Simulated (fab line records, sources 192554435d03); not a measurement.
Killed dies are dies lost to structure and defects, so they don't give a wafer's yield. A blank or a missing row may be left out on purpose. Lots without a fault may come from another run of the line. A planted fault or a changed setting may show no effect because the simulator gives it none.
fab line records | flow n5_finfet
record lots=5 wafers=15 last_day=20
route steps=1938 shown HKMG_FIN@426 BEOL_M4@1111 PASSIVATION@1936
lots that met no fault: from a run of the same line without faults
start_h: hours from the record's first day to the start of the lot's first wafer shown | wait_h: hours since the lot's step before | " the same as in the row above | L1.1+2: a row that stands for several wafers | - no value, or no start given | * or withheld: withheld | < > ~ a bound
route shown NAME@n: a module of which the file shows steps, and the number in the route of the first | usual: mean/standard deviation of fault-free wafers | same: alike in all rows | chamber/n: place in a boat | sites: the reading at each site | _std_site: their standard deviation | _edge_site: outer sites' mean less inner sites' | radius_mm: how far each site lies from the wafer's centre | mask NAME#n: copy n | behind: the tool/chamber that last shaped the wafer | hold: why the lot was held/for how many hours/how that ended | device: the transistor (n, p or np) that didn't switch | end of line: the same wafers' tests at the end of the route | a step without rows: its recipe alone | killed: dies lost to structure and defects at the first sort, not the wafer's yield | map: a wafer's dies, x killed, . not, _ none there
set.NAME: the setting as run; set.NAME@STEP: as run at that earlier step | model.NAME: the simulator's own value behind a step, which no gauge read
lots at some steps of the route; a table a step, a row a wafer
services: from which hour (start_h, from the record's first day; less than 0 if before it) a tool's chamber was out of use, for how many hours, and why
## steps
# step N5_HKMG_FIN_SOFTBAKE_07
# recipe temp_c=110 time_s=60 resist=CAR-ArF
# step N5_HKMG_FIN_EXPOSE_09
# recipe mask_id=NWFM na=1.35 source_shape=conventional sigma_outer=0.8 polarization=unpolarized dose_mj=39.25
# step N5_HKMG_FIN_PEB_10
# recipe peb_temp_c=withheld peb_time_s=60 resist=CAR-ArF
# step N5_HKMG_FIN_DEVELOP_11
# recipe develop_time_s=30 developer=TMAH resist=CAR-ArF dev_temp_c=23 rinse_liquid=diw dry=air_spin
# step N5_HKMG_FIN_CD_MEAS_12
# recipe target_cd_nm=92.8 landing_energy_ev=500 detector=se_inlens
# usual cd_nm=92.8/0.8
# same landing_energy_ev=500
# columns lot.wafer tool chamber start_h wait_h cd_nm
L663.1 cd_sem-03 0 76.05 - 93.8
L663.2 " 0 " " 92.9
L663.5 " 0 " " 93.4
L669.1 cd_sem-03 0 118.78 - 93.3
L669.4 " 0 " " 93.0
L669.6 " 0 " " 93.0
L670.3 cd_sem-02 0 125.79 - 92.8
L670.4 " 0 " " 93.5
L670.6 " 0 " " 93.6
L682.2 cd_sem-02 0 186.50 - 92.7
L682.3 " 0 " " 93.2
L682.4 " 0 " " 93.7
L685.1 cd_sem-02 0 206.04 - 91.8
L685.5 " 0 " " 92.0
L685.6 " 0 " " 92.6
# step N5_HKMG_FIN_OVL_MEAS_13
# recipe points_per_wafer=44
# usual NWFM_OVL=0.2/0.76
# columns lot.wafer tool chamber start_h wait_h NWFM_OVL[nm]
L663.1 overlay-02 0 76.08 0.0 1.0
L663.2 " 0 " " 0.9
L663.5 " 0 " " 1.1
L669.1 overlay-01 0 118.81 0.0 0.0
L669.4 " 0 " " -0.3
L669.6 " 0 " " 0.2
L670.3 overlay-01 0 125.82 0.0 1.3
L670.4 " 0 " " 0.6
L670.6 " 0 " " 1.3
L682.2 overlay-01 0 186.53 0.0 -1.8
L682.3 " 0 " " -0.5
L682.4 " 0 " " -1.1
L685.1 overlay-01 0 206.11 0.1 -0.7
L685.5 " 0 " " -0.3
L685.6 " 0 " " 0.6
# step N5_HKMG_FIN_INSPECT_14
# recipe mode=adi inspect_instrument=macro
# usual raw_defect_count=2.1/1.4
# columns lot.wafer tool chamber start_h wait_h raw_defect_count
L663.1 defect_inspect-01 - 76.10 0.0 2
L663.2 " - " " 1
L663.5 " - " " 3
L669.1 defect_inspect-02 - 118.83 0.0 1
L669.4 " - " " 5
L669.6 " - " " 1
L670.3 defect_inspect-01 - 125.85 0.0 2
L670.4 " - " " 3
L670.6 " - " " 3
L682.2 defect_inspect-01 - 186.55 0.0 1
L682.3 " - " " 5
L682.4 " - " " 2
L685.1 defect_inspect-02 - 206.13 0.0 1
L685.5 " - " " 2
L685.6 " - " " 1
# step N5_HKMG_FIN_DESCUM_17
# recipe chemistry=O2 time_s=7.9 source_power_w=50 bias_power_w=20 pressure_mtorr=20 rf_frequency_hz=2.712e+07 temp_c=40 resist=CAR-ArF o2_flow_sccm=225
# usual drypump_motor_current_A=5.5/0.49 oes_product_au=0.80/0.092 rf_vpp_V=243.0/1.1 showerhead_plenum_p_Torr=2.08/0.048 throttle_valve_pct=20.16/0.2
# columns lot.wafer tool chamber start_h wait_h drypump_motor_current_A oes_product_au rf_hours_counter_h rf_vpp_V showerhead_plenum_p_Torr throttle_valve_pct
L663.1 rie_diel-01 0 76.14 0.0 5.5 0.75 163 242.1 2.10 20.49
L663.2 " 1 " " 5.0 0.75 133 244.6 2.20 20.37
L663.5 " 2 " " 5.2 0.69 - 241.2 2.01 20.32
L669.1 rie_diel-01 1 118.86 0.0 5.1 0.75 144 243.5 2.20 20.37
L669.4 " 3 " " 5.6 0.87 42 240.6 2.05 19.99
L669.6 " 2 " " 5.2 0.70 - 242.9 2.00 20.33
L670.3 rie_diel-05 1 125.88 0.0 6.4 0.92 18 242.4 2.04 19.92
L670.4 " 0 " " 5.3 0.81 85 243.5 2.11 20.21
L670.6 " 0 " " 5.3 0.82 - 245.8 2.11 20.21
L682.2 rie_diel-04 3 186.59 0.0 6.5 0.71 210 244.1 2.17 20.29
L682.3 " 2 " " 4.9 0.74 143 243.5 2.08 19.89
L682.4 " 3 " " 6.6 0.72 - 244.7 2.17 20.29
L685.1 rie_diel-04 0 206.68 0.5 5.8 0.67 232 241.6 2.06 20.27
L685.5 " 1 " " 6.3 0.88 - 245.1 2.11 20.27
L685.6 " 0 " " 5.7 0.67 - 241.9 2.06 20.26
# step N5_HKMG_FIN_ETCH_31
# recipe chemistry=CF4 target=SiARC target_depth_a=455 mask_material=CAR-ArF time_s=75.8 ion_energy_ev=80 pressure_mtorr=40 source_w=545 bias_w=36 Ar_flow_sccm=100 cf4_flow_sccm=100 ends=cleared
# usual drypump_motor_current_A=5.5/0.49 etch_rf_on_time_s=76.7/2.1 mfc_ar_sccm=100.0/0.32 oes_product_au=0.68/0.075 rf_vpp_V=184.0/1 showerhead_plenum_p_Torr=2.14/0.041 throttle_valve_pct=15.43/0.17
# columns lot.wafer tool chamber start_h wait_h drypump_motor_current_A etch_rf_on_time_s mfc_ar_sccm oes_product_au rf_hours_counter_h rf_vpp_V showerhead_plenum_p_Torr throttle_valve_pct
L663.1 rie_diel-01 0 76.17 0.0 5.5 75.1 100.0 0.64 163 184.1 2.14 15.64
L663.2 " 1 " " 5.0 77.2 100.5 0.65 133 185.9 2.22 15.44
L663.5 " 2 " " 5.3 75.7 100.3 0.62 - 182.6 2.05 15.50
L669.1 rie_diel-01 1 118.90 0.0 5.1 76.3 99.9 0.65 144 185.1 2.22 15.46
L669.4 " 3 " " 5.7 74.7 99.9 0.75 42 183.6 2.10 15.23
L669.6 " 2 " " 5.2 74.1 99.7 0.61 - 182.0 2.05 15.52
L670.3 rie_diel-05 1 125.91 0.0 6.4 77.5 100.2 0.77 18 183.6 2.12 15.24
L670.4 " 0 " " 5.3 78.2 99.8 0.67 85 184.6 2.17 15.51
L670.6 " 0 " " 5.3 78.2 100.1 0.69 - 184.2 2.17 15.51
L682.2 rie_diel-04 3 186.63 0.0 6.6 73.7 100.0 0.62 210 185.0 2.20 15.49
L682.3 " 2 " " 4.9 79.7 99.9 0.63 143 182.9 2.14 15.21
L682.4 " 3 " " 6.5 73.6 99.5 0.62 - 184.7 2.20 15.49
L685.1 rie_diel-04 0 206.71 0.0 5.8 76.4 99.8 0.58 232 183.2 2.13 15.64
L685.5 " 1 " " 6.3 74.7 100.4 0.75 - 183.8 2.18 15.54
L685.6 " 0 " " 5.8 76.4 99.8 0.58 - 183.1 2.13 15.67
# step N5_HKMG_FIN_ETCH_32
# recipe chemistry=N2/H2 target=SOC target_depth_a=2400 temp_c=40 time_s=300 ion_energy_ev=200 mask_material=SiARC pressure_mtorr=30 source_w=840 bias_w=150 n2_flow_sccm=200 h2_flow_sccm=200
# usual drypump_motor_current_A=5.6/0.49 oes_product_au=0.79/0.087 rf_vpp_V=523.7/1.8 run_length_s=323.5/0.34 showerhead_plenum_p_Torr=2.54/0.067 throttle_valve_pct=17.61/0.21
# columns lot.wafer tool chamber start_h wait_h drypump_motor_current_A oes_product_au rf_hours_counter_h rf_vpp_V run_length_s showerhead_plenum_p_Torr throttle_valve_pct
L663.1 rie_diel-01 0 76.23 0.0 5.5 0.73 163 524.1 323.1 2.54 17.83
L663.2 " 1 " " 5.0 0.75 134 527.1 323.9 2.70 18.03
L663.5 " 2 " " 5.2 0.72 - 521.6 323.2 2.41 17.50
L669.1 rie_diel-01 1 118.95 0.0 5.1 0.75 144 527.1 324.1 2.70 18.04
L669.4 " 3 " " 5.6 0.87 42 521.9 323.1 2.50 17.46
L669.6 " 2 " " 5.2 0.71 - 519.8 323.2 2.40 17.53
L670.3 rie_diel-05 1 125.97 0.0 6.4 0.88 18 522.4 323.6 2.50 17.40
L670.4 " 0 " " 5.3 0.79 86 526.5 323.4 2.56 17.56
L670.6 " 0 " " 5.3 0.80 - 524.8 323.5 2.56 17.57
L682.2 rie_diel-04 3 186.68 0.0 6.6 0.71 211 526.4 324.2 2.61 17.58
L682.3 " 2 " " 4.9 0.72 143 524.3 323.2 2.55 17.47
L682.4 " 3 " " 6.6 0.72 - 526.1 323.4 2.61 17.58
L685.1 rie_diel-04 0 206.77 0.0 5.7 0.69 233 522.8 323.5 2.48 17.57
L685.5 " 1 " " 6.4 0.88 - 525.0 323.6 2.61 17.95
L685.6 " 0 " " 5.7 0.68 - 523.5 323.8 2.48 17.59
# step N5_HKMG_FIN_STRIP_33
# recipe chemistry=N2/H2 temp_c=40 n2_flow_sccm=200 h2_flow_sccm=200 rf_frequency_hz=6e+07
# step N5_HKMG_FIN_STRIP_34
# recipe chemistry=CF4 resist=SiARC power_w=300 bias_power_w=75 pressure_mtorr=50 cf4_flow_sccm=150 rf_frequency_hz=6e+07
# usual drypump_motor_current_A=5.5/0.49 oes_product_au=0.79/0.087 rf_vpp_V=271.0/1.1 showerhead_plenum_p_Torr=1.79/0.034 throttle_valve_pct=13.40/0.18
# columns lot.wafer tool chamber start_h wait_h drypump_motor_current_A oes_product_au rf_hours_counter_h rf_vpp_V showerhead_plenum_p_Torr throttle_valve_pct
L663.1 rie_diel-01 0 76.42 0.0 5.5 0.73 163 273.0 1.79 13.60
L663.2 " 1 " " 5.0 0.75 134 270.8 1.85 13.41
L663.5 " 2 " " 5.2 0.71 - 269.8 1.71 13.50
L669.1 rie_diel-01 1 119.15 0.0 5.1 0.75 144 272.3 1.84 13.41
L669.4 " 3 " " 5.6 0.87 42 270.4 1.77 13.23
L669.6 " 2 " " 5.2 0.70 - 269.7 1.71 13.52
L670.3 rie_diel-05 1 126.16 0.0 6.4 0.90 18 269.8 1.77 13.17
L670.4 " 0 " " 5.3 0.80 86 271.2 1.83 13.51
L670.6 " 0 " " 5.2 0.80 - 270.6 1.83 13.50
L682.2 rie_diel-04 3 186.87 0.0 6.5 0.71 211 272.9 1.85 13.56
L682.3 " 2 " " 4.9 0.76 143 271.6 1.78 13.19
L682.4 " 3 " " 6.6 0.71 - 272.2 1.85 13.54
L685.1 rie_diel-04 0 206.96 0.0 5.8 0.68 233 270.6 1.77 13.64
L685.5 " 1 " " 6.4 0.86 - 271.8 1.81 13.44
L685.6 " 0 " " 5.7 0.67 - 271.3 1.77 13.62
# step N5_HKMG_FIN_ETCH_35
# recipe chemistry=N2/H2 target=SOC target_depth_a=2158 ion_energy_ev=65 bias_w=5 source_w=3000 time_s=243.4 pressure_mtorr=30 n2_flow_sccm=200 h2_flow_sccm=200
# usual drypump_motor_current_A=5.6/0.49 oes_product_au=0.79/0.087 rf_vpp_V=141.6/0.9 run_length_s=266.9/0.36 showerhead_plenum_p_Torr=2.54/0.067 throttle_valve_pct=17.62/0.21
# columns lot.wafer tool chamber start_h wait_h drypump_motor_current_A oes_product_au rf_hours_counter_h rf_vpp_V run_length_s showerhead_plenum_p_Torr throttle_valve_pct model.SOC_of_HKMG_FIN_COAT_29.thk_nm model.etch.depth_nm model.HKMG_FIN.feature_depth_nm
L663.1 rie_diel-01 0 76.44 0.0 5.5 0.74 163 142.7 266.8 2.54 17.85 87.2 214.8 214.8
L663.2 " 1 " " 5.0 0.76 134 142.7 267.3 2.70 18.03 87.6 213.4 213.4
L663.5 " 2 " " 5.2 0.72 - 139.5 266.9 2.41 17.52 84.4 217 217
L669.1 rie_diel-01 1 119.17 0.0 5.1 0.75 144 142.0 217.3 2.70 18.04 131.8 169.1 169.2
L669.4 " 3 " " 5.7 0.87 42 141.3 266.3 2.50 17.48 84.8 216 216
L669.6 " 2 " " 5.2 0.72 - 142.1 267.1 2.40 17.54 81.4 219.6 219.6
L670.3 rie_diel-05 1 126.18 0.0 6.4 0.89 18 140.6 266.8 2.50 17.42 90.2 210.1 210
L670.4 " 0 " " 5.3 0.80 86 141.2 266.7 2.56 17.58 87.8 212.2 212.2
L670.6 " 0 " " 5.3 0.81 - 142.3 266.7 2.56 17.57 88.4 211.4 211.4
L682.2 rie_diel-04 3 186.89 0.0 6.5 0.72 211 141.9 267.3 2.61 17.61 82.8 215.7 215.8
L682.3 " 2 " " 4.9 0.72 143 141.0 266.6 2.55 17.47 99.2 200.3 200.4
L682.4 " 3 " " 6.5 0.71 - 141.8 267.2 2.61 17.59 83.8 215.8 215.8
L685.1 rie_diel-04 0 206.98 0.0 5.8 0.68 233 141.8 267.5 2.48 17.60 85.2 215.4 215.4
L685.5 " 1 " " 6.3 0.89 - 140.6 267.3 2.61 17.95 78.8 221.5 221.4
L685.6 " 0 " " 5.8 0.68 - 141.3 266.9 2.48 17.59 87 213.3 213.2
# step N5_HKMG_FIN_STRIP_92
# recipe chemistry=N2/H2 material=SOC time_s=20 power_w=500 temp_c=40 pressure_mtorr=50 rf_frequency_hz=6e+07 bias_power_w=8 h2_frac=0.5 n2_flow_sccm=300 h2_flow_sccm=300
# usual drypump_motor_current_A=5.6/0.49 oes_product_au=0.79/0.088 rf_vpp_V=54.3/0.84 showerhead_plenum_p_Torr=3.35/0.085 throttle_valve_pct=18.7/0.34
# columns lot.wafer tool chamber start_h wait_h drypump_motor_current_A oes_product_au rf_hours_counter_h rf_vpp_V showerhead_plenum_p_Torr throttle_valve_pct model.SOC_of_HKMG_FIN_COAT_29.thk_nm
L663.1 rie_diel-01 0 76.59 0.1 5.5 0.73 163 53.7 3.36 18.8 77.2
L663.2 " 1 " " 5.1 0.75 134 55.1 3.56 19.5 77.6
L663.5 " 2 " " 5.2 0.72 - 54.1 3.19 18.3 74.2
L669.1 rie_diel-01 1 119.31 0.1 5.1 0.75 144 54.0 3.56 19.5 121.6
L669.4 " 3 " " 5.7 0.89 42 54.3 3.31 18.5 74.4
L669.6 " 2 " " 5.2 0.72 - 53.4 3.18 18.4 71.2
L670.3 rie_diel-05 1 126.33 0.1 6.4 0.90 18 53.6 3.30 18.5 80
L670.4 " 0 " " 5.3 0.80 86 54.2 3.39 18.5 77.8
L670.6 " 0 " " 5.3 0.80 - 54.4 3.39 18.5 78.4
L682.2 rie_diel-04 3 187.04 0.1 6.6 0.73 211 54.8 3.44 18.8 72.2
L682.3 " 2 " " 4.9 0.72 143 53.7 3.37 18.4 89.6
L682.4 " 3 " " 6.6 0.73 - 54.9 3.44 18.8 73.2
L685.1 rie_diel-04 0 207.13 0.1 5.8 0.67 233 54.6 3.28 18.6 75.4
L685.5 " 1 " " 6.4 0.86 - 54.5 3.44 19.1 68.8
L685.6 " 0 " " 5.8 0.67 - 54.0 3.28 18.6 77
# step N5_HKMG_FIN_WET_ETCH_18
# recipe chemistry=SC1 target=TiN mix=1:1:5 temp_c=* time_s=55 target_depth_nm=5.2 dry=ipa_marangoni rinse_time_s=30 rinse_temp_c=23
# step N5_BEOL_M4_RC_MEAS_101
# usual DIBL_N=37.1/2.6 DIBL_P=38/3 IOFF_N=0.18/0.052 IOFF_P=0.25/0.06 ION_N=678/15 ION_P=467/8.6 SS_N=71.7/0.73 SS_P=73.7/0.89 VT_N=249/4.3 VT_P=-248/3.8
# columns lot.wafer tool chamber start_h wait_h DIBL_N[mV/V] DIBL_P[mV/V] IOFF_N[nA/um] IOFF_P[nA/um] ION_N[uA/um] ION_P[uA/um] SS_N[mV/dec] SS_P[mV/dec] VT_N[mV] VT_P[mV]
L663.1 prober-01 0 230.79 0.0 35.2 37 0.16 0.23 667 465 71.4 73.5 252 -246
L663.2 " 0 " " 37.3 42 0.21 0.33 678 471 72.4 74.3 246 -243
L663.5 " 0 " " 37.4 38 0.22 0.24 671 457 73.1 73.1 249 -246
L669.1 prober-01 0 265.52 0.0 38.1 38 0.17 0.26 654 476 71.7 73.7 251 -244
L669.4 " 0 " " 38.1 39 0.19 0.29 681 483 71.9 73.8 244 -241
L669.6 " 0 " " 37.8 39 0.19 0.29 697 486 71.2 73.8 247 -244
L670.3 prober-02 0 266.20 0.4 35.1 36 0.14 0.20 670 463 71.1 73.1 252 -251
L670.4 " 0 " " 36.2 39 0.16 0.25 681 474 71.8 74.2 249 -246
L670.6 " 0 " " 37.4 40 0.19 0.27 681 474 71.6 74.0 248 -245
L682.2 prober-01 0 348.81 0.2 38.7 41 0.21 0.26 686 463 72.1 74.4 248 -248
L682.3 " 0 " " 38.3 40 0.20 0.23 684 463 71.8 74.2 245 -250
L682.4 " 0 " " 34.2 37 0.13 0.20 666 464 70.8 72.9 253 -252
L685.1 prober-02 0 367.66 0.0 35.7 37 0.16 0.21 676 466 71.6 73.2 247 -249
L685.5 " 0 " " 40.8 43 0.26 0.33 675 463 73.7 74.7 246 -245
L685.6 " 0 " " 35.8 37 0.18 0.23 694 475 70.6 74.2 249 -246
# step N5_PASSIVATION_PROBE_49
# usual defect_limited_yield=91.4/1.4 killed_at_M0_to_M3=34/9.1 killed_at_M4_up=14/5.2 killed_at_contacts=12/6.4 killed_at_front_end=38/11 killed_at_other=3.7/2.8 killed_dies=102/17 killed_open=68/13 killed_short=32/7.8 sort_bin_5_function=5.1/1 sort_bin_6_memory=3.2/0.66 sort_bin_8_speed=0.1/0.92 sort_n_pass=1076/19 sort_yield_pct=91.2/1.6
# same gross_dies=1180 killed_at_back_side=0 sort_bin_4_leakage[%]=0
# columns lot.wafer tool chamber start_h wait_h defect_limited_yield[%] killed_at_M0_to_M3 killed_at_M4_up killed_at_contacts killed_at_front_end killed_at_other killed_dies killed_open killed_short sort_bin_5_function[%] sort_bin_6_memory[%] sort_bin_8_speed[%] sort_n_pass sort_yield_pct[%]
L670.3 prober-02 - 369.62 0.1 91.4 43 11 17 26 4 101 66 34 4.3 4.0 0 1079 91.4
L670.4 prober-02 - 369.67 0.2 93.0 32 14 8 28 1 83 58 25 4.3 2.5 0 1097 93.0
L670.6 prober-02 - 369.77 0.3 89.7 63 19 11 28 1 122 77 43 6.8 3.2 0 1058 89.7
# killed by level:class
L670.3 BEOL_M0_SAQP:geometric_particle:short=13 MOL_CONTACT_COAG:geometric_particle:open=12 STI_FIN_REVEAL:geometric_particle:open=11 BEOL_M2:geometric_particle:open=10 BEOL_M0_SAQP:geometric_particle:open=9 MOL_CONTACT_COAG:geometric_particle:short=5 GATE_CUT:geometric_particle:open=4 BEOL_M3:geometric_particle:open=4
L670.4 BEOL_M2:geometric_particle:open=10 STI_FIN_REVEAL:geometric_particle:open=8 MOL_CONTACT_COAG:geometric_particle:open=7 BEOL_M5:geometric_particle:open=6 FIN_SAQP:geometric_particle:short=5 BEOL_M3:geometric_particle:open=5 BEOL_M0_SAQP:geometric_particle:short=5 GATE_CUT:geometric_particle:short=3
L670.6 BEOL_M1:geometric_particle:open=15 BEOL_M0_SAQP:geometric_particle:short=14 MOL_CONTACT_COAG:geometric_particle:open=10 BEOL_M2:geometric_particle:open=10 BEOL_M0_SAQP:geometric_particle:open=9 GATE_CUT:geometric_particle:short=6 BEOL_M3:geometric_particle:open=6 BEOL_M5:geometric_particle:open=5
## services
# columns tool chamber start_h hours kind
rie_diel-05 3 105.73 - clean
rie_diel-05 3 105.73 - consumable_replace:focus_ring
rie_diel-05 3 105.73 15.2 scheduled_down
rie_diel-05 3 105.73 15.2 vent_cycle
rie_diel-01 1 110.94 3.2 repair
rie_diel-01 - 123.84 1.0 repair
rie_diel-04 0 130.04 8.7 repair
rie_diel-01 - 147.93 0.5 repair
rie_diel-05 - 177.06 2.8 pm
rie_diel-05 - 188.93 0.2 repair
rie_diel-04 3 206.48 9.8 repair
## key
first_sign step=N5_HKMG_FIN_ETCH_35 reading=run_length_s direction=down sigmas=99+ usual=* struck=*
effect none on later readings
model_effect step=N5_HKMG_FIN_ETCH_35 value=SOC_of_HKMG_FIN_COAT_29.thk_nm without=87.6 struck=131.8
model_effect step=N5_HKMG_FIN_STRIP_92 value=SOC_of_HKMG_FIN_COAT_29.thk_nm without=77.6 struck=121.6
met_at N5_HKMG_FIN_ETCH_35
struck_wafers L669.1
onset_between 76.44 119.17
fault kind=process_parameter_drift tool=rie_diel-01 chamber=1 onset_h=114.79 steps=N5_HKMG_FIN_ETCH_35 channel=time_s offset=* shape=step end_h=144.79 acts_in=* stated=*
